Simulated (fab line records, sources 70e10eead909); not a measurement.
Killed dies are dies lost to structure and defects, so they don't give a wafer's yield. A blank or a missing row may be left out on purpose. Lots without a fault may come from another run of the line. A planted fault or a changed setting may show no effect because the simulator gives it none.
Chamber matching | flow nand_harc | NHARC_A_CONTACT_ETCH_91 on rie_diel-05: 4 sister chambers
The step etches the open film in CH3F/O2, target depth 40 nm, time 85.7 s. 16 wafers are shown with their chamber, then 7 later ones without.

WAFERS WITH THEIR CHAMBER
wafer  | chamber | drypump_motor_current_A (A) | run_length_s (s) | oes_product_au (a.u.)
L616.1 | 3       | 5.71                        | 107.6            | 0.925
L616.2 | 1       | 5.98                        | 107.2            | 0.898
L616.5 | 2       | 6.08                        | 106.7            | 0.922
L621.2 | 0       | 5.70                        | 106.6            | 0.951
L621.3 | 3       | 5.69                        | 108.0            | 0.945
L621.6 | 0       | 5.69                        | 107.2            | 0.937
L625.2 | 3       | 5.70                        | 107.7            | 0.904
L625.5 | 0       | 5.69                        | 106.9            | 0.925
L625.6 | 3       | 5.71                        | 107.6            | 0.909
L626.1 | 2       | 6.08                        | 106.7            | 0.933
L626.2 | 3       | 5.71                        | 107.8            | 0.922
L626.6 | 3       | 5.71                        | 107.7            | 0.919
L628.2 | 1       | 5.97                        | 107.0            | 0.906
L628.3 | 3       | 5.72                        | 107.8            | 0.916
L628.6 | 0       | 5.72                        | 107.1            | 0.934
L629.4 | 1       | 5.99                        | 107.5            | 0.905

SIGNATURES (means of the wafers above)
reading                 | chamber 0 | chamber 1 | chamber 2 | chamber 3 | scatter within a chamber
drypump_motor_current_A | 5.7000    | 5.9800    | 6.0800    | 5.7071    | 0.0106
run_length_s            | 106.950   | 107.233   | 106.700   | 107.743   | 0.194
oes_product_au          | 0.93675   | 0.90300   | 0.92750   | 0.92000   | 0.0112
Rule: a wafer's distance from a chamber is the root of the sum, over the readings, of the square of ((its reading less the chamber's mean) divided by the reading's scatter). The wafer belongs to the nearest chamber; if the next one is less than 2 further off, it can't be placed. The scatter: the root of (the sum of the squares of (reading less its chamber's mean) over the shown wafers, divided by (wafers less chambers)).

WAFERS WITHOUT THEIR CHAMBER
wafer  | drypump_motor_current_A (A) | run_length_s (s) | oes_product_au (a.u.)
L629.5 | 6.00                        | 106.8            | 0.894
L629.6 | 5.70                        | 106.8            | 0.921
L633.1 | 5.71                        | 106.6            | 0.919
L633.2 | 5.70                        | 108.1            | 0.921
L633.5 | 6.07                        | 106.7            | 0.932
L637.4 | 5.70                        | 107.9            | 0.921
L637.5 | 6.02                        | 106.9            | 0.927

WHICH CHAMBER EACH WENT THROUGH
wafer  | from the rows above     | in truth
L629.5 | 1                       | 1
L629.6 | 0                       | 0
L633.1 | 0                       | 0
L633.2 | 3                       | 3
L633.5 | 2                       | 2
L637.4 | 3                       | 3
L637.5 | can't be placed: 1 or 2 | 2
Placed correctly: 6 of 7. Can't be placed from these rows: 1 (the true chamber is among the candidates in 1). Placed wrongly: 0.
